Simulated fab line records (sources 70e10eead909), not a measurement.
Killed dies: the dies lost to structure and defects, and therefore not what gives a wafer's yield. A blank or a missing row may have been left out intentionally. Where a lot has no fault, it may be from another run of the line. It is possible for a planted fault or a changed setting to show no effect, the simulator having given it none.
Chamber matching | flow nand_harc | pecvd-02 running NHARC_A_STAIRCASE_DEP_151: 3 sister chambers
The step deposits SiO2, target thk 7200 nm. 20 wafers are shown with their chamber, then 10 later ones without.

== EACH WAFER AND ITS CHAMBER ==
wafer  | chamber | heater_power_w (W) | heater_power_outer_w (W) | mfc_precursor_sccm (sccm)
L076.1 | 2       | 856                | 471                      | 198.8
L076.4 | 0       | 649                | 343                      | 200.2
L076.6 | 1       | 604                | 334                      | 200.6
L077.1 | 0       | 769                | 434                      | 200.7
L077.3 | 1       | 635                | 358                      | 200.6
L077.5 | 0       | 639                | 331                      | 201.3
L078.2 | 2       | 788                | 424                      | 199.3
L078.3 | 1       | 632                | 347                      | 200.1
L078.4 | 1       | 597                | 330                      | 199.6
L082.1 | 2       | 731                | 411                      | 201.4
L082.2 | 0       | 771                | 423                      | 197.8
L082.6 | 0       | 644                | 350                      | 199.0
L086.2 | 2       | 772                | 459                      | 199.9
L086.4 | 2       | 694                | 367                      | 199.8
L086.6 | 1       | 613                | 328                      | 199.9
L088.2 | 1       | 639                | 359                      | 199.9
L088.4 | 0       | 652                | 339                      | 200.2
L088.5 | 1       | 618                | 318                      | 200.1
L089.2 | 2       | 831                | 480                      | 200.4
L089.3 | 1       | 699                | 407                      | 199.7

SIGNATURES (averages over the wafers above)
reading              | chamber 0 | chamber 1 | chamber 2 | scatter within a chamber
heater_power_w       | 687.33    | 629.62    | 778.67    | 52
heater_power_outer_w | 370.00    | 347.62    | 435.33    | 38.5
mfc_precursor_sccm   | 199.867   | 200.062   | 199.933   | 0.876
Rule: for each reading, subtract the chamber's mean from the wafer's reading, divide by that reading's scatter and square the result; add these up over the readings and take the root, which gives the wafer's distance from the chamber. If the next closest chamber is less than 2 further off than the closest, the wafer can't be placed; otherwise it belongs to the closest. The scatter: take each reading less its chamber's mean, square it, sum over the shown wafers, divide by the number of wafers less the number of chambers, and take the root.

== WAFERS MISSING THEIR CHAMBER ==
wafer  | heater_power_w (W) | heater_power_outer_w (W) | mfc_precursor_sccm (sccm)
L089.4 | 648                | 341                      | 200.3
L090.2 | 787                | 452                      | 200.4
L090.3 | 747                | 405                      | 199.7
L090.4 | 699                | 368                      | 199.9
L094.1 | 770                | 436                      | 200.3
L094.2 | 722                | 407                      | 199.0
L094.4 | 652                | 335                      | 200.2
L097.1 | 784                | 442                      | 200.7
L097.4 | 645                | 365                      | 200.6
L097.5 | 652                | 337                      | 200.5

== WHICH CHAMBER EACH WENT THROUGH ==
wafer  | from the rows above          | in truth
L089.4 | can't be placed: 1 or 0      | 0
L090.2 | 2                            | 2
L090.3 | can't be placed: 2 or 0 or 1 | 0
L090.4 | can't be placed: 0 or 1      | 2
L094.1 | can't be placed: 2 or 0      | 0
L094.2 | can't be placed: 0 or 2 or 1 | 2
L094.4 | can't be placed: 1 or 0      | 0
L097.1 | can't be placed: 2 or 0      | 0
L097.4 | can't be placed: 1 or 0      | 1
L097.5 | can't be placed: 1 or 0      | 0
1 of 10 placed correctly. These rows do not allow placing 9 (true chamber among the candidates in 8). 0 placed wrongly.
